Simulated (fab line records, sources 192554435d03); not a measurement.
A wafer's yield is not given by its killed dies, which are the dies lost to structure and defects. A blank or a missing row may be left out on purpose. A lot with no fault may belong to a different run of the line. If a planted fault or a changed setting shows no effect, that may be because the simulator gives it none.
Which of the tools did it? || flow n5Finfet || 9 lots, 27 wafers sampled, at 5 steps of a route of 1938

== WHAT THE GAUGES READ, wafer by wafer ==
N5_BEOL_M4_RC_MEAS_101. Usual: DIBL_N 35.4 mV/V, standard deviation 2.1; DIBL_P 34.8 mV/V, standard deviation 2.6; IOFF_N 0.15 nA/um, standard deviation 0.037; IOFF_P 0.19 nA/um, standard deviation 0.037; ION_N 677 uA/um, standard deviation 16; ION_P 462 uA/um, standard deviation 9.3; SS_N 71.4 mV/dec, standard deviation 0.75; SS_P 72.9 mV/dec, standard deviation 0.77; VT_N 250 mV, standard deviation 3.7; VT_P -251 mV, standard deviation 3.5.
{"lot": "L839", "measured": "day 8 15:29", "on": "prober-01", "DIBL_N (mV/V)": "35.6 39.3 37.9", "DIBL_P (mV/V)": "34.3 38.9 37.1", "IOFF_N (nA/um)": "0.13 0.22 0.19", "IOFF_P (nA/um)": "0.14 0.20 0.18", "ION_N (uA/um)": "654 684 686", "ION_P (uA/um)": "441 455 455", "SS_N (mV/dec)": "71.5 73.0 72.5", "SS_P (mV/dec)": "72.4 73.8 73.3", "VT_N (mV)": "255 247 249", "VT_P (mV)": "-257 -256 -254", "flag": ""}
{"lot": "L848", "measured": "day 10 14:34", "on": "prober-01", "DIBL_N (mV/V)": "34.5 36.8 36.8", "DIBL_P (mV/V)": "34.6 37.8 36.9", "IOFF_N (nA/um)": "0.13 0.15 0.16", "IOFF_P (nA/um)": "0.17 0.20 0.19", "ION_N (uA/um)": "684 669 668", "ION_P (uA/um)": "464 453 457", "SS_N (mV/dec)": "71.4 71.6 71.8", "SS_P (mV/dec)": "72.2 73.7 73.4", "VT_N (mV)": "252 251 249", "VT_P (mV)": "-252 -255 -253", "flag": ""}
{"lot": "L849", "measured": "day 10 15:20", "on": "prober-01", "DIBL_N (mV/V)": "36.0 36.2 37.3", "DIBL_P (mV/V)": "34.6 34.6 35.1", "IOFF_N (nA/um)": "0.13 0.15 0.15", "IOFF_P (nA/um)": "0.21 0.20 0.19", "ION_N (uA/um)": "649 677 661", "ION_P (uA/um)": "450 466 450", "SS_N (mV/dec)": "71.0 71.3 71.3", "SS_P (mV/dec)": "73.0 73.2 72.4", "VT_N (mV)": "250 246 249", "VT_P (mV)": "-251 -252 -251", "flag": ""}
{"lot": "L850", "measured": "day 11 11:31", "on": "prober-02", "DIBL_N (mV/V)": "34.3 39.5 32.7", "DIBL_P (mV/V)": "34.2 41.3 31.6", "IOFF_N (nA/um)": "0.13 0.25 0.11", "IOFF_P (nA/um)": "0.17 0.31 0.14", "ION_N (uA/um)": "660 712 669", "ION_P (uA/um)": "454 480 457", "SS_N (mV/dec)": "71.3 72.6 70.9", "SS_P (mV/dec)": "71.9 74.3 72.1", "VT_N (mV)": "251 242 253", "VT_P (mV)": "-253 -243 -254", "flag": ""}
{"lot": "L853", "measured": "day 11 15:32", "on": "prober-01", "DIBL_N (mV/V)": "33.4 32.9 36.4", "DIBL_P (mV/V)": "32.6 31.6 34.9", "IOFF_N (nA/um)": "0.11 0.10 0.15", "IOFF_P (nA/um)": "0.17 0.15 0.20", "ION_N (uA/um)": "661 643 652", "ION_P (uA/um)": "455 453 452", "SS_N (mV/dec)": "71.3 70.7 72.4", "SS_P (mV/dec)": "72.1 72.0 72.8", "VT_N (mV)": "254 260 253", "VT_P (mV)": "-250 -253 -249", "flag": ""}
{"lot": "L854", "measured": "day 11 20:48", "on": "prober-02", "DIBL_N (mV/V)": "38.6 33.9 39.1", "DIBL_P (mV/V)": "39.2 33.0 38.8", "IOFF_N (nA/um)": "0.20 0.12 0.18", "IOFF_P (nA/um)": "0.24 0.15 0.23", "ION_N (uA/um)": "681 668 672", "ION_P (uA/um)": "474 460 464", "SS_N (mV/dec)": "72.1 71.0 71.7", "SS_P (mV/dec)": "73.5 72.4 73.8", "VT_N (mV)": "248 252 251", "VT_P (mV)": "-249 -255 -251", "flag": ""}
{"lot": "L856", "measured": "day 12 05:58", "on": "prober-01", "DIBL_N (mV/V)": "33.1 32.3 33.5", "DIBL_P (mV/V)": "32.2 31.9 33.4", "IOFF_N (nA/um)": "0.11 0.11 0.13", "IOFF_P (nA/um)": "0.15 0.15 0.16", "ION_N (uA/um)": "662 682 668", "ION_P (uA/um)": "448 472 456", "SS_N (mV/dec)": "69.8 70.4 71.0", "SS_P (mV/dec)": "71.9 73.0 72.7", "VT_N (mV)": "252 253 251", "VT_P (mV)": "-255 -253 -251", "flag": ""}
{"lot": "L859", "measured": "day 13 15:20", "on": "prober-01", "DIBL_N (mV/V)": "35.9 39.2 35.8", "DIBL_P (mV/V)": "34.1 39.1 33.8", "IOFF_N (nA/um)": "0.13 0.20 0.13", "IOFF_P (nA/um)": "0.15 0.22 0.14", "ION_N (uA/um)": "656 709 668", "ION_P (uA/um)": "449 469 445", "SS_N (mV/dec)": "71.6 72.2 71.5", "SS_P (mV/dec)": "72.8 74.6 73.2", "VT_N (mV)": "255 245 254", "VT_P (mV)": "-254 -253 -261", "flag": ""}
{"lot": "L861", "measured": "day 14 15:19", "on": "prober-01", "DIBL_N (mV/V)": "35.5 32.7 35.4", "DIBL_P (mV/V)": "35.0 31.9 36.6", "IOFF_N (nA/um)": "0.15 0.11 0.16", "IOFF_P (nA/um)": "0.23 0.18 0.25", "ION_N (uA/um)": "676 672 688", "ION_P (uA/um)": "468 472 474", "SS_N (mV/dec)": "71.7 70.3 71.5", "SS_P (mV/dec)": "73.1 71.7 72.9", "VT_N (mV)": "254 254 249", "VT_P (mV)": "-243 -247 -244", "flag": ""}

== EACH LOT AND THE TOOL THAT RAN IT (in order: tool; ch and the chambers of the sampled wafers; start) ==
{"lot": "L839", "N5_ZERO_LAYER_ETCH_18": "rieSi-05 ch 0,1, day 1 13:07", "N5_ZERO_LAYER_STRIP_24": "plasmaAsher-01 ch 0, day 1 13:13", "N5_PMOS_HMC_CHANNEL_EPI_COAT_03": "lithoTrack-01 ch 0, day 1 17:22", "N5_PMOS_HMC_CHANNEL_EPI_DESCUM_14": "rieDiel-04 ch 1,2,3, day 1 18:05"}
{"lot": "L848", "N5_ZERO_LAYER_ETCH_18": "rieSi-03 ch 0,2, day 3 18:49", "N5_ZERO_LAYER_STRIP_24": "plasmaAsher-01 ch 0,1, day 3 18:55", "N5_PMOS_HMC_CHANNEL_EPI_COAT_03": "lithoTrack-01 ch 0, day 3 23:07", "N5_PMOS_HMC_CHANNEL_EPI_DESCUM_14": "rieDiel-02 ch 1,2,3, day 3 23:26"}
{"lot": "L849", "N5_ZERO_LAYER_ETCH_18": "rieSi-03 ch 0,1,3, day 4 00:49", "N5_ZERO_LAYER_STRIP_24": "plasmaAsher-02 ch 0,1, day 4 00:55", "N5_PMOS_HMC_CHANNEL_EPI_COAT_03": "lithoTrack-02 ch 0, day 4 04:53", "N5_PMOS_HMC_CHANNEL_EPI_DESCUM_14": "rieDiel-02 ch 0,1,2, day 4 05:19"}
{"lot": "L850", "N5_ZERO_LAYER_ETCH_18": "rieSi-02 ch 0,3, day 4 06:48", "N5_ZERO_LAYER_STRIP_24": "plasmaAsher-02 ch 0,1, day 4 06:56", "N5_PMOS_HMC_CHANNEL_EPI_COAT_03": "lithoTrack-01 ch 0, day 4 11:21", "N5_PMOS_HMC_CHANNEL_EPI_DESCUM_14": "rieDiel-06 ch 0,1, day 4 11:39"}
{"lot": "L853", "N5_ZERO_LAYER_ETCH_18": "rieSi-03 ch 1,2,3, day 5 00:55", "N5_ZERO_LAYER_STRIP_24": "plasmaAsher-01 ch 0,1, day 5 01:01", "N5_PMOS_HMC_CHANNEL_EPI_COAT_03": "lithoTrack-04 ch 0, day 5 04:58", "N5_PMOS_HMC_CHANNEL_EPI_DESCUM_14": "rieDiel-02 ch 1,3, day 5 05:23"}
{"lot": "L854", "N5_ZERO_LAYER_ETCH_18": "rieSi-05 ch 1,2,3, day 5 06:55", "N5_ZERO_LAYER_STRIP_24": "plasmaAsher-01 ch 0,1, day 5 07:01", "N5_PMOS_HMC_CHANNEL_EPI_COAT_03": "lithoTrack-02 ch 0, day 5 11:14", "N5_PMOS_HMC_CHANNEL_EPI_DESCUM_14": "rieDiel-04 ch 0,3, day 5 11:40"}
{"lot": "L856", "N5_ZERO_LAYER_ETCH_18": "rieSi-02 ch 1,3, day 5 18:47", "N5_ZERO_LAYER_STRIP_24": "plasmaAsher-02 ch 0,1, day 5 18:53", "N5_PMOS_HMC_CHANNEL_EPI_COAT_03": "lithoTrack-02 ch 0, day 5 22:47", "N5_PMOS_HMC_CHANNEL_EPI_DESCUM_14": "rieDiel-04 ch 0,1,2, day 5 23:13"}
{"lot": "L859", "N5_ZERO_LAYER_ETCH_18": "rieSi-05 ch 0,2,3, day 6 13:01", "N5_ZERO_LAYER_STRIP_24": "plasmaAsher-01 ch 0,1, day 6 13:08", "N5_PMOS_HMC_CHANNEL_EPI_COAT_03": "lithoTrack-04 ch 0, day 6 17:35", "N5_PMOS_HMC_CHANNEL_EPI_DESCUM_14": "rieDiel-04 ch 0,1,3, day 6 18:03"}
{"lot": "L861", "N5_ZERO_LAYER_ETCH_18": "rieSi-02 ch 0,1,2, day 7 00:55", "N5_ZERO_LAYER_STRIP_24": "plasmaAsher-01 ch 0,1, day 7 01:01", "N5_PMOS_HMC_CHANNEL_EPI_COAT_03": "lithoTrack-04 ch 0, day 7 05:05", "N5_PMOS_HMC_CHANNEL_EPI_DESCUM_14": "rieDiel-06 ch 0,2,3, day 7 05:31"}
- N5_ZERO_LAYER_ETCH_18: etches Si in HBr/Cl2, target depth 120 nm, time 40 s.
- N5_ZERO_LAYER_STRIP_24: strips in O2.
- N5_PMOS_HMC_CHANNEL_EPI_COAT_03: resist thk 205 nm.
- N5_PMOS_HMC_CHANNEL_EPI_DESCUM_14: chemistry O2, time 7.9 s.

== AS READ BY THE TOOLS THEMSELVES (means over the sampled wafers that have a number; for cases with no such wafer, the mark the record gives instead) ==
N5_ZERO_LAYER_ETCH_18. Usual: drypumpMotorCurrentA 5.9 A, standard deviation 0.44; oesProductAu 1.004 a.u., standard deviation 0.013; throttleValvePct 36.1 %, standard deviation 0.31.
{"lot": "L839", "tool": "rieSi-05", "drypumpMotorCurrentA (A)": 5.5, "oesProductAu (a.u.)": 1.014, "throttleValvePct (%)": 36.1, "flag": ""}
{"lot": "L848", "tool": "rieSi-03", "drypumpMotorCurrentA (A)": 6.2, "oesProductAu (a.u.)": 1.010, "throttleValvePct (%)": 36.1, "flag": ""}
{"lot": "L849", "tool": "rieSi-03", "drypumpMotorCurrentA (A)": 6.0, "oesProductAu (a.u.)": 0.993, "throttleValvePct (%)": 36.0, "flag": ""}
{"lot": "L850", "tool": "rieSi-02", "drypumpMotorCurrentA (A)": 5.6, "oesProductAu (a.u.)": 1.017, "throttleValvePct (%)": 35.7, "flag": ""}
{"lot": "L853", "tool": "rieSi-03", "drypumpMotorCurrentA (A)": 6.3, "oesProductAu (a.u.)": 0.999, "throttleValvePct (%)": 36.1, "flag": ""}
{"lot": "L854", "tool": "rieSi-05", "drypumpMotorCurrentA (A)": 5.6, "oesProductAu (a.u.)": 1.005, "throttleValvePct (%)": 36.2, "flag": ""}
{"lot": "L856", "tool": "rieSi-02", "drypumpMotorCurrentA (A)": 5.8, "oesProductAu (a.u.)": 0.996, "throttleValvePct (%)": 36.1, "flag": ""}
{"lot": "L859", "tool": "rieSi-05", "drypumpMotorCurrentA (A)": 5.5, "oesProductAu (a.u.)": 1.001, "throttleValvePct (%)": 36.2, "flag": ""}
{"lot": "L861", "tool": "rieSi-02", "drypumpMotorCurrentA (A)": 5.9, "oesProductAu (a.u.)": 1.001, "throttleValvePct (%)": 36.2, "flag": ""}

N5_ZERO_LAYER_STRIP_24. Usual: drypumpMotorCurrentA 5.5 A, standard deviation 0.45; heaterPowerW 328 W, standard deviation 26; oesProductAu 0.647 a.u., standard deviation 0.0044; stripTimeToEndpointS 43.91 s, standard deviation 0.095.
{"lot": "L839", "tool": "plasmaAsher-01", "drypumpMotorCurrentA (A)": 6.2, "heaterPowerW (W)": 286, "oesProductAu (a.u.)": 0.644, "stripTimeToEndpointS (s)": 43.98, "flag": ""}
{"lot": "L848", "tool": "plasmaAsher-01", "drypumpMotorCurrentA (A)": 5.3, "heaterPowerW (W)": 327, "oesProductAu (a.u.)": 0.648, "stripTimeToEndpointS (s)": 43.97, "flag": ""}
{"lot": "L849", "tool": "plasmaAsher-02", "drypumpMotorCurrentA (A)": 5.5, "heaterPowerW (W)": 336, "oesProductAu (a.u.)": 0.648, "stripTimeToEndpointS (s)": 43.84, "flag": ""}
{"lot": "L850", "tool": "plasmaAsher-02", "drypumpMotorCurrentA (A)": 5.6, "heaterPowerW (W)": 338, "oesProductAu (a.u.)": 0.652, "stripTimeToEndpointS (s)": 43.94, "flag": ""}
{"lot": "L853", "tool": "plasmaAsher-01", "drypumpMotorCurrentA (A)": 5.4, "heaterPowerW (W)": 334, "oesProductAu (a.u.)": 0.649, "stripTimeToEndpointS (s)": 43.90, "flag": ""}
{"lot": "L854", "tool": "plasmaAsher-01", "drypumpMotorCurrentA (A)": 5.3, "heaterPowerW (W)": 332, "oesProductAu (a.u.)": 0.644, "stripTimeToEndpointS (s)": 43.96, "flag": ""}
{"lot": "L856", "tool": "plasmaAsher-02", "drypumpMotorCurrentA (A)": 5.6, "heaterPowerW (W)": 337, "oesProductAu (a.u.)": 0.645, "stripTimeToEndpointS (s)": 43.86, "flag": ""}
{"lot": "L859", "tool": "plasmaAsher-01", "drypumpMotorCurrentA (A)": 5.8, "heaterPowerW (W)": 308, "oesProductAu (a.u.)": 0.646, "stripTimeToEndpointS (s)": 43.87, "flag": ""}
{"lot": "L861", "tool": "plasmaAsher-01", "drypumpMotorCurrentA (A)": 5.8, "heaterPowerW (W)": 313, "oesProductAu (a.u.)": 0.646, "stripTimeToEndpointS (s)": 44.12, "flag": ""}

N5_PMOS_HMC_CHANNEL_EPI_COAT_03. Usual: chillPlateTempC 23.01 C, standard deviation 0.098; spinSpeedRpm 1499.9 rpm, standard deviation 0.86.
{"lot": "L839", "tool": "lithoTrack-01", "chillPlateTempC (C)": 22.99, "spinSpeedRpm (rpm)": 1500.2, "flag": ""}
{"lot": "L848", "tool": "lithoTrack-01", "chillPlateTempC (C)": 23.00, "spinSpeedRpm (rpm)": 1460.5, "flag": "OFF"}
{"lot": "L849", "tool": "lithoTrack-02", "chillPlateTempC (C)": 22.96, "spinSpeedRpm (rpm)": 1500.4, "flag": ""}
{"lot": "L850", "tool": "lithoTrack-01", "chillPlateTempC (C)": 23.04, "spinSpeedRpm (rpm)": 1459.7, "flag": "OFF"}
{"lot": "L853", "tool": "lithoTrack-04", "chillPlateTempC (C)": 22.98, "spinSpeedRpm (rpm)": 1499.6, "flag": ""}
{"lot": "L854", "tool": "lithoTrack-02", "chillPlateTempC (C)": 23.16, "spinSpeedRpm (rpm)": 1499.9, "flag": ""}
{"lot": "L856", "tool": "lithoTrack-02", "chillPlateTempC (C)": 23.08, "spinSpeedRpm (rpm)": 1499.8, "flag": ""}
{"lot": "L859", "tool": "lithoTrack-04", "chillPlateTempC (C)": 22.99, "spinSpeedRpm (rpm)": 1500.0, "flag": ""}
{"lot": "L861", "tool": "lithoTrack-04", "chillPlateTempC (C)": 22.96, "spinSpeedRpm (rpm)": 1499.0, "flag": ""}

N5_PMOS_HMC_CHANNEL_EPI_DESCUM_14. Usual: drypumpMotorCurrentA 5.5 A, standard deviation 0.49; oesProductAu 0.76 a.u., standard deviation 0.07; rfVppV 243.0 V, standard deviation 1.3; showerheadPlenumPTorr 2.08 Torr, standard deviation 0.07; throttleValvePct 20.56 %, standard deviation 0.29.
{"lot": "L839", "tool": "rieDiel-04", "drypumpMotorCurrentA (A)": 6.0, "oesProductAu (a.u.)": 0.77, "rfVppV (V)": 243.8, "showerheadPlenumPTorr (Torr)": 2.17, "throttleValvePct (%)": 20.41, "flag": ""}
{"lot": "L848", "tool": "rieDiel-02", "drypumpMotorCurrentA (A)": 5.6, "oesProductAu (a.u.)": 0.80, "rfVppV (V)": 242.4, "showerheadPlenumPTorr (Torr)": 2.04, "throttleValvePct (%)": 20.27, "flag": ""}
{"lot": "L849", "tool": "rieDiel-02", "drypumpMotorCurrentA (A)": 5.9, "oesProductAu (a.u.)": 0.79, "rfVppV (V)": 243.3, "showerheadPlenumPTorr (Torr)": 2.06, "throttleValvePct (%)": 20.24, "flag": ""}
{"lot": "L850", "tool": "rieDiel-06", "drypumpMotorCurrentA (A)": 5.2, "oesProductAu (a.u.)": 0.83, "rfVppV (V)": 241.8, "showerheadPlenumPTorr (Torr)": 2.03, "throttleValvePct (%)": 20.66, "flag": ""}
{"lot": "L853", "tool": "rieDiel-02", "drypumpMotorCurrentA (A)": 5.6, "oesProductAu (a.u.)": 0.85, "rfVppV (V)": 242.9, "showerheadPlenumPTorr (Torr)": 2.03, "throttleValvePct (%)": 20.37, "flag": ""}
{"lot": "L854", "tool": "rieDiel-04", "drypumpMotorCurrentA (A)": 5.4, "oesProductAu (a.u.)": 0.71, "rfVppV (V)": 242.8, "showerheadPlenumPTorr (Torr)": 2.11, "throttleValvePct (%)": 20.77, "flag": ""}
{"lot": "L856", "tool": "rieDiel-04", "drypumpMotorCurrentA (A)": 6.1, "oesProductAu (a.u.)": 0.74, "rfVppV (V)": 243.2, "showerheadPlenumPTorr (Torr)": 2.13, "throttleValvePct (%)": 20.70, "flag": ""}
{"lot": "L859", "tool": "rieDiel-04", "drypumpMotorCurrentA (A)": 5.8, "oesProductAu (a.u.)": 0.74, "rfVppV (V)": 243.7, "showerheadPlenumPTorr (Torr)": 2.13, "throttleValvePct (%)": 20.51, "flag": ""}
{"lot": "L861", "tool": "rieDiel-06", "drypumpMotorCurrentA (A)": 5.1, "oesProductAu (a.u.)": 0.76, "rfVppV (V)": 242.6, "showerheadPlenumPTorr (Torr)": 2.06, "throttleValvePct (%)": 20.61, "flag": ""}

== THE ANSWER, worked out from the rows above alone ==
Rule: take the mean of a lot's wafers that have a number; if it is more than 3 standard deviations from the usual mean, the lot is off. A lot without any number at a reading at which 4 lots or more have one is off too. Where the step has rows for the other lots, those lots are counted as sound. The gauges are gone through in route order, then the tools' own readings, and for those a lot's mean is taken as printed above. The first step at which some lot is off is used, and at that step the reading that is off furthest; a lot without a number counts as furthest.
Off: L848, L850, at N5_PMOS_HMC_CHANNEL_EPI_COAT_03 (spinSpeedRpm).
A tool fits if, at that step or a process step before it, it ran every lot that is off, and no sound lot after the first of them. One fits: N5_PMOS_HMC_CHANNEL_EPI_COAT_03 on lithoTrack-01. Its last sound lot is L839 (day 1 17:22), its first lot that is off L848 (day 3 23:07): a fault that began between those two fits.
On the lots that are off, the tool's own readings at N5_PMOS_HMC_CHANNEL_EPI_COAT_03 differ by more than 5 times the standard deviation of the sound lots' means, which bears it out; spinSpeedRpm reads 1460.1 rpm there versus 1499.8 rpm on the sound lots.

== WHAT HAD BEEN PUT IN BY THE SIMULATOR ==
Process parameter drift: lithoTrack-01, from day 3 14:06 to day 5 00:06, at N5_PMOS_HMC_CHANNEL_EPI_COAT_03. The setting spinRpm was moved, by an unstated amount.
Struck lots among those shown: L848, L850. The rule given above showed the same thing.
